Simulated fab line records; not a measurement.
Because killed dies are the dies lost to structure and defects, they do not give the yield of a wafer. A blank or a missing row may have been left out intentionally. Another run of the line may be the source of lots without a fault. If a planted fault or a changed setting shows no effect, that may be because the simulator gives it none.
fab line records	flow n5-finfet
record: lots: 10	wafers: 30	last-day: 17
route steps=1938 shown MOL_CONTACT_COAG@563 BEOL_M0_SAQP@634 BEOL_M4@1111 PASSIVATION@1936
lots with no fault: from the same line, run without faults
start-h: hours from the record's opening day to when the first of the lot's shown wafers began	wait-h: how many hours have passed since the lot's step before this one	" as in the row above	L1.1+2: a row that stands for several wafers	- value missing, or start not given	* or withheld: withheld	< > ~ a bound
route shown NAME@n: a module of which the file shows steps, and the number in the route of the first	usual: mean/standard deviation taken from wafers without a fault	same: alike in all rows	chamber/n: place in a boat	sites: readings site by site	_std_site: their standard deviation	_edge_site: outer sites' mean less inner sites'	radius-mm: for every site, how far away it sits from the centre of the wafer	mask NAME#n: copy n	behind: the tool/chamber that last shaped the wafer	hold: the reason the lot was held/the length of the hold in hours/how it ended	device: which transistor (n, p or np) failed to switch	end of line: the same wafers' tests at the end of the route	a step with no rows: only its recipe	killed: not the wafer's yield, but the dies lost to structure and defects at the first sort	map: dies across one wafer; x = killed, . = not, _ = none there
set.NAME: the setting that was run; set.NAME@STEP: the one run at that earlier step	model.NAME: the simulator's own value behind a step, which no gauge read
one table for each step of the route and one row for each wafer, over a sample of lots
services: the hour from which a tool's chamber was out of use, counted from the record's first day as start-h (under 0 if before that day), plus the number of hours and why
== steps ==
step: N5_MOL_CONTACT_COAG_PECVD_31
recipe: material: SiO2	target-thk-a: 460	temp-c: 400	precursor: TEOS/O2	pressure-torr: 6.5	rf-w: withheld	teos-flow-sccm: withheld	gas: O2	flow-sccm: 2650	time-s: 8.9
lot.wafer	tool	chamber	start-h	wait-h
L994.2+5+6	pecvd-02	1,2,1	126.22	0.3
L997.1+3+4	pecvd-04	2,2,1	139.05	0.3
L998.2+3+4	pecvd-04	2,2,1	144.85	0.3
L999.1+5+6	pecvd-04	1,2,1	150.40	0.3
L100.1+5+6	pecvd-04	2,2,1	157.34	0.3
L101.2+3+4	pecvd-04	2,1,2	171.49	0.3
L109.1+3+6	pecvd-02	1,2,2	213.17	0.3
L110.2+4+5	pecvd-02	0,0,1	219.62	0.3
L112.2+4+6	pecvd-04	1,1,0	231.06	0.3
L113.4+5+6	pecvd-04	1,2,0	239.61	0.3
step: N5_MOL_CONTACT_COAG_CD_MEAS_101
recipe: target-cd-nm: 16
usual: cd-nm: 16.00/0.28
lot.wafer	tool	chamber	start-h	wait-h	cd-nm
L994.2	cd-sem-03	-	128.94	0.0	16.11
L994.5	"	-	"	"	15.83
L994.6	"	-	"	"	15.74
L997.1	cd-sem-02	-	142.29	0.0	15.92
L997.3	"	-	"	"	16.15
L997.4	"	-	"	"	15.97
L998.2	cd-sem-02	-	148.40	0.0	16.61
L998.3	"	-	"	"	16.57
L998.4	"	-	"	"	16.47
L999.1	cd-sem-02	-	153.15	0.0	15.98
L999.5	"	-	"	"	16.01
L999.6	"	-	"	"	16.14
L100.1	cd-sem-03	-	160.38	0.0	15.67
L100.5	"	-	"	"	16.18
L100.6	"	-	"	"	15.51
L101.2	cd-sem-02	-	174.55	0.0	16.23
L101.3	"	-	"	"	16.22
L101.4	"	-	"	"	15.77
L109.1	cd-sem-01	-	217.53	0.0	16.09
L109.3	"	-	"	"	16.52
L109.6	"	-	"	"	15.91
L110.2	cd-sem-03	-	222.34	0.0	15.88
L110.4	"	-	"	"	15.58
L110.5	"	-	"	"	15.57
L112.2	cd-sem-03	-	234.21	0.0	16.44
L112.4	"	-	"	"	15.81
L112.6	"	-	"	"	16.13
L113.4	cd-sem-01	-	242.68	0.0	15.71
L113.5	"	-	"	"	16.58
L113.6	"	-	"	"	15.96
step: N5_MOL_CONTACT_COAG_CVD_140
recipe: material: W	target-thk-a: 665	mode: selective-fill	temp-c: 300	time-s: 215
usual: heater-power-w: 456/44
same: time-s: 215
lot.wafer	tool	chamber	start-h	wait-h	heater-power-w
L994.2	cvd-w-02	0	129.07	0.1	490
L994.5	"	0	"	"	481
L994.6	"	1	"	"	502
L997.1	cvd-w-01	0	142.42	0.1	381
L997.3	"	0	"	"	387
L997.4	"	1	"	"	423
L998.2	cvd-w-02	0	148.53	0.1	494
L998.3	"	0	"	"	485
L998.4	"	1	"	"	504
L999.1	cvd-w-02	1	153.28	0.1	506
L999.5	"	0	"	"	486
L999.6	"	1	"	"	503
L100.1	cvd-w-02	0	160.51	0.1	490
L100.5	"	0	"	"	490
L100.6	"	1	"	"	489
L101.2	cvd-w-02	1	174.68	0.1	506
L101.3	"	1	"	"	505
L101.4	"	0	"	"	485
L109.1	cvd-w-01	1	217.66	0.1	434
L109.3	"	1	"	"	431
L109.6	"	0	"	"	386
L110.2	cvd-w-01	0	222.48	0.1	395
L110.4	"	1	"	"	418
L110.5	"	0	"	"	395
L112.2	cvd-w-01	0	234.34	0.1	401
L112.4	"	0	"	"	392
L112.6	"	1	"	"	430
L113.4	cvd-w-01	1	242.88	0.1	426
L113.5	"	0	"	"	404
L113.6	"	1	"	"	435
step: N5_MOL_CONTACT_COAG_THK_MEAS_53
recipe: reads: SiO2_of_MOL_CONTACT_COAG_PECVD_31
usual: VIA_MOL_THK: 44.0/0.61
lot.wafer	tool	chamber	start-h	wait-h	VIA_MOL_THK[nm]
L994.2	film-metro-01	-	129.70	-	43.7
L994.5	"	-	"	"	45.0
L994.6	"	-	"	"	44.0
L997.1	film-metro-02	-	143.03	-	43.0
L997.3	"	-	"	"	44.0
L997.4	"	-	"	"	43.7
L998.2	film-metro-01	-	149.14	-	43.3
L998.3	"	-	"	"	44.3
L998.4	"	-	"	"	44.1
L999.1	film-metro-01	-	153.90	-	44.1
L999.5	"	-	"	"	38.4
L999.6	"	-	"	"	44.7
L100.1	film-metro-01	-	161.12	-	43.3
L100.5	"	-	"	"	38.7
L100.6	"	-	"	"	43.8
L101.2	film-metro-02	-	175.30	-	38.2
L101.3	"	-	"	"	44.8
L101.4	"	-	"	"	39.0
L109.1	film-metro-01	-	218.28	-	44.3
L109.3	"	-	"	"	43.7
L109.6	"	-	"	"	44.4
L110.2	film-metro-02	-	223.09	-	42.9
L110.4	"	-	"	"	43.2
L110.5	"	-	"	"	44.0
L112.2	film-metro-02	-	234.96	-	44.9
L112.4	"	-	"	"	45.5
L112.6	"	-	"	"	44.3
L113.4	film-metro-01	-	243.44	-	45.7
L113.5	"	-	"	"	45.3
L113.6	"	-	"	"	44.6
step: N5_BEOL_M0_SAQP_HM_DEP_02
recipe: material: TiN	target-thk-a: 120	temp-c: 25	chamber-pressure-pa: 0.49996
usual: throttle-valve-pct: 30.0/0.59
lot.wafer	tool	chamber	start-h	wait-h	throttle-valve-pct
L994.2	pvd-sputter-01	-	133.75	0.6	30.7
L994.5	"	-	"	"	29.9
L994.6	"	-	"	"	30.4
L997.1	pvd-sputter-03	-	147.65	1.0	29.0
L997.3	"	-	"	"	29.6
L997.4	"	-	"	"	30.2
L998.2	pvd-sputter-03	-	154.20	1.6	30.0
L998.3	"	-	"	"	29.7
L998.4	"	-	"	"	29.6
L999.1	pvd-sputter-01	-	157.51	0.2	30.0
L999.5	"	-	"	"	30.2
L999.6	"	-	"	"	29.9
L100.1	pvd-sputter-01	-	165.28	0.7	30.6
L100.5	"	-	"	"	30.4
L100.6	"	-	"	"	30.1
L101.2	pvd-sputter-02	-	178.92	0.2	30.3
L101.3	"	-	"	"	30.4
L101.4	"	-	"	"	29.2
L109.1	pvd-sputter-02	-	224.23	0.5	30.6
L109.3	"	-	"	"	29.5
L109.6	"	-	"	"	29.5
L110.2	pvd-sputter-02	-	227.74	1.0	30.2
L110.4	"	-	"	"	29.3
L110.5	"	-	"	"	30.8
L112.2	pvd-sputter-01	-	238.45	0.1	30.2
L112.4	"	-	"	"	30.5
L112.6	"	-	"	"	30.4
L113.4	pvd-sputter-03	-	247.20	0.3	28.8
L113.5	"	-	"	"	29.3
L113.6	"	-	"	"	29.6
step: N5_BEOL_M4_RC_MEAS_101
usual: DIBL_N: 36.1/1.3	DIBL_P: 36.3/1.4	IOFF_N: 0.162/0.024	IOFF_P: 0.22/0.033	ION_N: 674/9.9	ION_P: 464/7.6	SS_N: 71.6/0.53	SS_P: 73.4/0.55	VT_N: 249.4/2.9	VT_P: -249/3.3
lot.wafer	tool	chamber	start-h	wait-h	DIBL_N[mV/V]	DIBL_P[mV/V]	IOFF_N[nA/um]	IOFF_P[nA/um]	ION_N[uA/um]	ION_P[uA/um]	SS_N[mV/dec]	SS_P[mV/dec]	VT_N[mV]	VT_P[mV]
L994.2	prober-01	0	187.04	0.2	36.3	35.9	0.191	0.26	679	470	71.9	74.5	246.7	-245
L994.5	"	0	"	"	35.9	35.8	0.176	0.26	675	474	72.2	74.1	245.9	-245
L994.6	"	0	"	"	36.3	35.8	0.186	0.26	693	477	71.1	73.0	243.3	-245
L997.1	prober-01	0	202.37	0.0	36.7	37.3	0.166	0.20	670	454	70.2	72.8	248.5	-250
L997.3	"	0	"	"	36.6	36.2	0.155	0.20	672	460	71.3	72.9	248.3	-255
L997.4	"	0	"	"	37.6	37.2	0.177	0.21	670	452	71.9	73.0	248.4	-252
L999.1	prober-02	0	209.84	0.0	37.9	37.5	0.204	0.28	696	474	72.1	74.5	243.4	-244
L999.5	"	0	"	"	35.1	34.0	0.141	0.21	682	466	71.1	72.9	251.4	-247
L999.6	"	0	"	"	38.3	38.2	0.203	0.29	680	475	72.4	74.3	243.4	-246
L998.2	prober-01	0	218.14	1.1	34.5	33.5	0.134	0.20	664	462	71.1	73.3	250.1	-252
L998.3	"	0	"	"	35.7	34.1	0.153	0.20	668	464	71.3	72.7	248.3	-248
L998.4	"	0	"	"	36.3	35.7	0.169	0.23	689	473	72.2	73.8	248.7	-247
L100.1	prober-02	0	219.99	0.0	34.6	35.5	0.152	0.19	675	457	71.7	73.3	250.7	-251
L100.5	"	0	"	"	34.7	35.4	0.153	0.19	681	459	71.3	72.9	248.7	-253
L100.6	"	0	"	"	33.7	34.0	0.144	0.17	670	453	70.4	72.7	249.0	-251
L101.2	prober-02	0	225.32	0.2	36.2	36.2	0.166	0.23	671	459	72.4	73.4	247.3	-250
L101.3	"	0	"	"	36.2	36.2	0.165	0.22	677	466	71.5	72.8	249.8	-250
L101.4	"	0	"	"	37.2	36.9	0.177	0.23	674	461	72.1	73.6	249.9	-247
L109.1	prober-01	0	278.18	0.0	36.3	37.8	0.179	0.21	675	465	72.1	73.6	247.6	-250
L109.3	"	0	"	"	35.4	36.1	0.161	0.19	675	458	71.5	73.7	248.0	-252
L109.6	"	0	"	"	35.9	36.8	0.170	0.20	675	458	71.7	73.9	250.0	-250
L110.2	prober-02	0	284.58	0.2	38.8	38.9	0.210	0.26	690	472	72.5	74.0	246.8	-249
L110.4	"	0	"	"	36.9	36.9	0.172	0.23	682	468	72.1	73.4	248.5	-248
L110.5	"	0	"	"	37.9	38.3	0.193	0.24	681	466	71.6	74.0	247.4	-249
L112.2	prober-01	0	294.21	0.2	33.7	36.0	0.133	0.19	681	464	70.8	73.6	254.7	-249
L112.4	"	0	"	"	32.9	35.3	0.117	0.17	660	455	70.8	73.8	253.4	-253
L112.6	"	0	"	"	33.2	35.2	0.121	0.18	669	458	71.6	72.5	255.0	-252
L113.4	prober-01	0	297.02	0.5	36.1	37.0	0.164	0.22	672	464	70.8	73.1	251.3	-248
L113.5	"	0	"	"	33.7	33.6	0.123	0.18	669	464	70.5	72.3	252.1	-251
L113.6	"	0	"	"	37.4	37.4	0.182	0.22	674	459	72.0	73.4	246.8	-249
step: N5_PASSIVATION_PROBE_49
usual: defect-limited-yield: 91.1/1.5	killed_at_M0_to_M3: 36/11	killed_at_M4_up: 13/5	killed-at-contacts: 13/5	killed-at-front-end: 40/12	killed-at-other: 3.3/2.3	killed-dies: 106/17	killed-open: 70/13	killed-short: 34/7.6	sort_bin_5_function: 5.3/0.96	sort_bin_6_memory: 3.3/0.66	sort-n-pass: 1074/17	sort-yield-pct: 91.1/1.5
same: gross-dies: 1180	killed-at-back-side: 0	sort_bin_4_leakage[%]: 0	sort_bin_8_speed[%]: 0
lot.wafer	tool	chamber	start-h	wait-h	defect-limited-yield[%]	killed_at_M0_to_M3	killed_at_M4_up	killed-at-contacts	killed-at-front-end	killed-at-other	killed-dies	killed-open	killed-short	sort_bin_5_function[%]	sort_bin_6_memory[%]	sort-n-pass	sort-yield-pct[%]
L999.1	prober-01	-	306.62	0.0	91.5	45	16	7	25	7	100	61	37	5.0	3.2	1080	91.5
L999.5	prober-01	-	306.82	0.2	93.7	22	13	8	25	6	74	39	33	3.7	2.5	1106	93.7
L999.6	prober-01	-	306.87	0.3	90.2	56	12	12	34	2	116	79	35	6.3	3.1	1064	90.2
L100.1	prober-01	-	312.20	0.0	90.7	36	22	15	27	10	110	75	31	5.6	3.6	1070	90.7
L100.5	prober-01	-	312.40	0.2	91.6	38	11	10	39	1	99	64	35	4.8	3.1	1081	91.6
L100.6	prober-01	-	312.45	0.3	90.3	51	17	7	37	3	115	67	45	5.8	3.4	1065	90.3
L101.2	prober-01	-	320.62	0.1	93.3	20	8	11	38	2	79	51	26	4.2	2.5	1101	93.3
L101.3	prober-01	-	320.67	0.1	92.1	29	7	5	48	4	93	62	31	5.2	2.5	1087	92.1
L101.4	prober-01	-	320.72	0.2	91.9	22	15	15	37	6	95	65	29	5.0	2.8	1085	91.9
killed by level:class
L999.1 BEOL_M0_SAQP:geometric-particle:open=12 BEOL_M1:geometric-particle:open=9 BEOL_M0_SAQP:geometric-particle:short=8 BEOL_M4:geometric-particle:open=8 MOL_CONTACT_COAG:geometric-particle:open=7 GATE_CUT:geometric-particle:short=5 BEOL_M3:geometric-particle:open=5 BEOL_M0:geometric-particle:open=4
L999.5 STI_FIN_REVEAL:geometric-particle:open=8 FIN_SAQP:geometric-particle:short=7 BEOL_M1:geometric-particle:open=7 BEOL_M0_SAQP:geometric-particle:short=6 BEOL_M4:geometric-particle:open=5 MOL_CONTACT_COAG:geometric-particle:open=4 MOL_CONTACT_COAG:geometric-particle:short=4 MIM_TOP:geometric-particle:open=4
L999.6 BEOL_M0_SAQP:geometric-particle:short=14 BEOL_M1:geometric-particle:open=12 MOL_CONTACT_COAG:geometric-particle:open=11 BEOL_M0_SAQP:geometric-particle:open=10 BEOL_M2:geometric-particle:open=10 STI_FIN_REVEAL:geometric-particle:open=7 FIN_SAQP:geometric-particle:open=5 FIN_SAQP:geometric-particle:short=5
L100.1 BEOL_M4:geometric-particle:open=14 MOL_CONTACT_COAG:geometric-particle:open=13 BEOL_M0_SAQP:geometric-particle:open=9 BEOL_M0_SAQP:geometric-particle:short=9 BEOL_M3:geometric-particle:open=5 FIN_SAQP:geometric-particle:open=4 DUMMY_GATE:geometric-particle:open=4 MIM_BOT:geometric-particle:open=4
L100.5 MOL_CONTACT_COAG:geometric-particle:open=9 BEOL_M2:geometric-particle:open=8 BEOL_M3:geometric-particle:open=8 FIN_SAQP:geometric-particle:open=7 BEOL_M1:geometric-particle:open=6 FIN_SAQP:geometric-particle:short=5 BEOL_M0_SAQP:geometric-particle:short=5 BEOL_M0_SAQP:geometric-particle:open=5
L100.6 BEOL_M0_SAQP:geometric-particle:open=13 BEOL_M0_SAQP:geometric-particle:short=12 BEOL_M1:geometric-particle:open=9 FIN_SAQP:geometric-particle:short=6 FIN_SAQP:geometric-particle:open=6 DUMMY_GATE:geometric-particle:open=6 MOL_CONTACT_COAG:geometric-particle:open=5 SPACER0:geometric-particle:open=4
L101.2 STI_FIN_REVEAL:geometric-particle:open=10 GATE_CUT:geometric-particle:short=8 MOL_CONTACT_COAG:geometric-particle:open=8 BEOL_M2:geometric-particle:open=5 BEOL_M3:geometric-particle:open=5 GATE_CUT:geometric-particle:open=4 BEOL_M0_SAQP:geometric-particle:open=4 FIN_SAQP:geometric-particle:short=3
L101.3 STI_FIN_REVEAL:geometric-particle:open=17 FIN_SAQP:geometric-particle:short=9 BEOL_M2:geometric-particle:open=9 BEOL_M0_SAQP:geometric-particle:open=7 GATE_CUT:geometric-particle:open=5 GATE_CUT:geometric-particle:short=4 MOL_CONTACT_COAG:geometric-particle:open=4 BEOL_M0_SAQP:geometric-particle:short=4
L101.4 MOL_CONTACT_COAG:geometric-particle:open=13 STI_FIN_REVEAL:geometric-particle:open=10 BEOL_M0_SAQP:geometric-particle:short=8 FIN_SAQP:geometric-particle:open=7 GATE_CUT:geometric-particle:short=5 BEOL_M2:geometric-particle:open=4 BEOL_M3:geometric-particle:open=4 BEOL_M4:geometric-particle:open=4
== services ==
tool	chamber	start-h	hours	kind
pecvd-04	0	109.58	6.7	repair
pecvd-04	0	119.41	85.6	repair
pvd-sputter-01	-	120.55	3.7	repair
pecvd-02	-	134.52	2.8	pm
pvd-sputter-01	-	158.45	0.9	repair
pecvd-02	0	186.24	2.1	scheduled-down
pecvd-04	1	213.24	2.1	scheduled-down
pecvd-02	-	233.13	6.0	pm
== key ==
first-sign: step: N5_MOL_CONTACT_COAG_THK_MEAS_53	reading: VIA_MOL_THK	direction: down	sigmas: 8.8	usual: 44.0	struck: 38.6
effect none on later readings
met-at N5_MOL_CONTACT_COAG_PECVD_31
struck-lots L999,L100,L101
struck-wafers L999.5,L100.5,L101.2,L101.4
not-acting-at N5_MOL_CONTACT_COAG_CD_MEAS_101,N5_MOL_CONTACT_COAG_CVD_140,N5_BEOL_M0_SAQP_HM_DEP_02
onset-between 144.85 150.40
fault: kind: process-parameter-drift	tool: pecvd-04	chamber: -	onset-h: 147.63	steps: N5_MOL_CONTACT_COAG_PECVD_31	channel: time-s	offset: *	shape: step	end-h: 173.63	scope: struck-wafers-only	acts-in: *	stated: *
